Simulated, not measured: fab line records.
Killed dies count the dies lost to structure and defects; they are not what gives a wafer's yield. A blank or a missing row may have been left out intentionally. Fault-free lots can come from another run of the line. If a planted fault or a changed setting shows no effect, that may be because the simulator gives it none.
Matching of chambers	flow nand-harc	pecvd-02 running NHARC_A_STAIRCASE_DEP_151: 3 sister chambers
The step deposits SiO2, target thk 3800 nm. 3 wafers are shown with their chamber, then 7 later ones without.

WAFERS WITH THEIR CHAMBER
wafer	chamber	heater-power-w (W)
L088.2	0	844
L091.2	2	748
L091.3	1	700

WAFERS WHOSE CHAMBER IS MISSING
wafer	heater-power-w (W)
L091.4	651
L093.2	646
L093.3	866
L093.6	649
L097.1	794
L097.2	982
L097.5	641

WHICH CHAMBER EACH WENT THROUGH
wafer	from the rows above	in truth
L091.4	can't be placed: 1 or 2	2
L093.2	can't be placed: 1 or 2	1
L093.3	can't be placed: 0 or 2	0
L093.6	can't be placed: 1 or 2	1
L097.1	can't be placed: 2 or 0 or 1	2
L097.2	can't be placed: 0 or 2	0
L097.5	can't be placed: 1 or 2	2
Placed correctly: 0 of 7. Not placeable from these rows: 7 (in 7, the candidates include the true chamber). Wrongly placed: 0.
How it was worked out, from the rows above alone: a wafer's distance from a chamber is the root of the sum, over the readings, of the square of ((its reading less the chamber's mean) divided by the reading's scatter). The wafer belongs to the nearest chamber; if the next one is less than 2 further off, it can't be placed. Each chamber's mean is taken over the wafers shown for it. The scatter: root of mean squared gap, hidden wafer to nearest shown wafer, with one shown wafer a chamber.
